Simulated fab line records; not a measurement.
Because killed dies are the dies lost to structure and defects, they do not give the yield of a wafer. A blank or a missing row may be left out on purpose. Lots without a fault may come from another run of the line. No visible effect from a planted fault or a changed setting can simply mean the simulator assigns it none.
Comparing a struck lot with a sound one + flow nandHarc + 13 out of 1302 route steps
Sound: the wafers L291.1, L291.3, L291.4. Struck: wafers L283.1, L283.3, L283.5. At the end, the cause is stated.
For every step that has rows: the tool of each side, followed by ch and its chambers, followed by its first start. Under that, the readings that differ: sound wafers + struck wafers + difference of the means + sigmas: that difference in standard deviations of wafers without a fault.
alike: a reading whose means differ by less than 2 such deviations, as well as words and numbers matching on both sides. not compared: withheld readings; readings where some wafer has no value; bounds like >300 that might hide an equal value; numbers whose values overlap and for which the record gives no deviation.
A row with sigmas, a row that says differs or no value, or rows on one side alone: a step with any of these is where the two part. Numbers that don't overlap but have no deviation are shown without sigmas and don't part them. Lack of a reading on every wafer of one side parts them only where that side has two or more wafers.

NHARC_A_STAIRCASE_DEP_417: deposits Si3N4, target thk 60 nm.
  sound on pecvd-02 ch 0,1, day 24 01:20; struck on pecvd-03 ch 1,2, day 20 12:33
  alike: heaterPowerW
then, 3 steps without rows for these wafers: NHARC_A_STAIRCASE_WET_418 (chemistry H3PO4, target depth 20 nm); NHARC_A_STAIRCASE_PRECLEAN_419 (cleans in SC1); NHARC_A_STAIRCASE_SRD_421.
NHARC_A_STAIRCASE_ALD_420: deposits SiO2, target thk 20 nm, pulse time 6 s, ald cycles 200.
  sound on aldHk-03 ch 1,2,3, day 24 04:10; struck on aldHk-03 ch 0,1, day 20 15:22
  alike: heaterPowerW, precursorPulseHeightRel
then, 1 step without rows for these wafers: NHARC_A_STAIRCASE_CVD_552 (deposits SiNx, target thk 40 nm).
NHARC_A_STAIRCASE_DEP_151: deposits SiO2, target thk 7200 nm.
  sound on pecvd-02 ch 0,1,2, day 24 12:12; struck on pecvd-02 ch 1,2, day 20 23:48
  alike: heaterPowerW, mfcPrecursorSccm
then, 1 step without rows for these wafers: NHARC_A_STAIRCASE_ANNEAL_320 (time 1800 s).
NHARC_A_STAIRCASE_DEP_322: deposits SiO2, target thk 7200 nm.
  sound on pecvd-02 ch 0,1, day 24 18:22; struck on pecvd-04 ch 0,1, day 21 09:14
  alike: heaterPowerW, mfcPrecursorSccm
then, 1 step without rows for these wafers: NHARC_A_STAIRCASE_ANNEAL_323 (time 1800 s).
NHARC_A_STAIRCASE_DEP_325: deposits SiO2, target thk 7200 nm.
  sound on pecvd-02 ch 1,2, day 25 01:42; struck on pecvd-02 ch 1,2, day 21 19:22
| reading                 | sound             | struck            | difference | sigmas |
|-------------------------|-------------------|-------------------|------------|--------|
| mfcPrecursorSccm (sccm) | 200.1 200.3 199.7 | 256.2 255.4 255.6 | +55.7      | +94    |
  alike: heaterPowerW
then, 1 step without rows for these wafers: NHARC_A_STAIRCASE_ANNEAL_326 (time 1800 s).
-- record jumps: 6 days between struck wafers' starts before vs after; left off in module A_STAIRCASE, resumes in module END, first step shown is number 1302 of the route --
NHARC_END_SORT_01:
  sound on prober-02 ch 0, day 31 03:28; struck on prober-02 ch 0, day 28 03:57
  alike: killedAtArray, killedAtOther, killedAtPeriphery, killedDies, killedOpen, killedShort

## WHERE THEY PART
At NHARC_A_STAIRCASE_DEP_325 and nowhere else, as far as this record goes. Later steps at which nothing parts them and some readings are alike: NHARC_END_SORT_01.

WHY: whatever the simulator had introduced
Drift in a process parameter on pecvd-02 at NHARC_A_STAIRCASE_DEP_325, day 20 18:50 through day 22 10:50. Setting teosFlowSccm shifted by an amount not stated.
